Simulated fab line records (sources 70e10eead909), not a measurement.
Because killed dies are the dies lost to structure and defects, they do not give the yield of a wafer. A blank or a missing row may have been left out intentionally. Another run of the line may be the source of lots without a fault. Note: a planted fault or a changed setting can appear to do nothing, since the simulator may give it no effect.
Chamber matching ; flow nand-harc ; NHARC_P_M2_STRIP_18 on rie-diel-09: 4 sister chambers
The step strips in N2/H2. 18 wafers are shown with their chamber, then 9 later ones without.

EACH WAFER AND ITS CHAMBER
wafer;chamber;showerhead-plenum-p-Torr (Torr);oes-product-au (a.u.);rf-vpp-V (V)
L081.1;1;2.07;1.030;92.1
L081.4;0;1.97;1.027;90.1
L081.5;3;2.12;1.006;90.9
L083.2;2;2.03;1.001;90.0
L083.3;0;1.97;1.016;91.5
L083.6;3;2.12;0.998;90.3
L085.2;2;2.03;1.012;91.7
L085.3;3;2.12;0.999;91.2
L085.6;2;2.03;1.017;90.4
L088.1;1;2.07;1.024;92.0
L088.3;0;1.97;1.022;91.3
L088.4;3;2.11;1.009;91.5
L091.1;0;1.97;1.033;89.3
L091.4;3;2.11;0.996;90.7
L091.5;0;1.97;1.032;90.0
L092.1;0;1.96;1.002;90.4
L092.2;3;2.11;1.000;91.1
L092.4;0;1.96;1.021;91.2

SIGNATURES (means of the wafers above)
reading;chamber 0;chamber 1;chamber 2;chamber 3;scatter within a chamber
showerhead-plenum-p-Torr;1.9671;2.0700;2.0300;2.1150;0.00457
oes-product-au;1.02186;1.02700;1.01000;1.00133;0.00829
rf-vpp-V;90.543;92.050;90.700;90.950;0.678
Rule: a wafer's distance from a chamber is the root of the sum, over the readings, of the square of ((its reading less the chamber's mean) divided by the reading's scatter). The wafer belongs to the nearest chamber; if the next one is less than 2 further off, it can't be placed. The scatter: the root of (the sum of the squares of (reading less its chamber's mean) over the shown wafers, divided by (wafers less chambers)).

WAFERS WITHOUT THEIR CHAMBER
wafer;showerhead-plenum-p-Torr (Torr);oes-product-au (a.u.);rf-vpp-V (V)
L093.2;2.11;0.998;90.3
L093.4;1.96;1.024;90.0
L093.6;2.02;1.021;92.1
L095.3;2.11;1.010;90.7
L095.4;1.96;1.011;90.3
L095.5;2.02;1.030;90.6
L097.2;2.11;1.017;90.1
L097.3;1.96;1.007;91.6
L097.5;2.11;1.008;89.9

WHICH CHAMBER EACH ONE RAN IN
wafer;from the rows above;in truth
L093.2;3;3
L093.4;0;0
L093.6;2;2
L095.3;3;3
L095.4;0;0
L095.5;2;2
L097.2;3;3
L097.3;0;0
L097.5;3;3
9 of 9 placed correctly. Can't be placed from these rows: 0. Wrongly placed: 0.
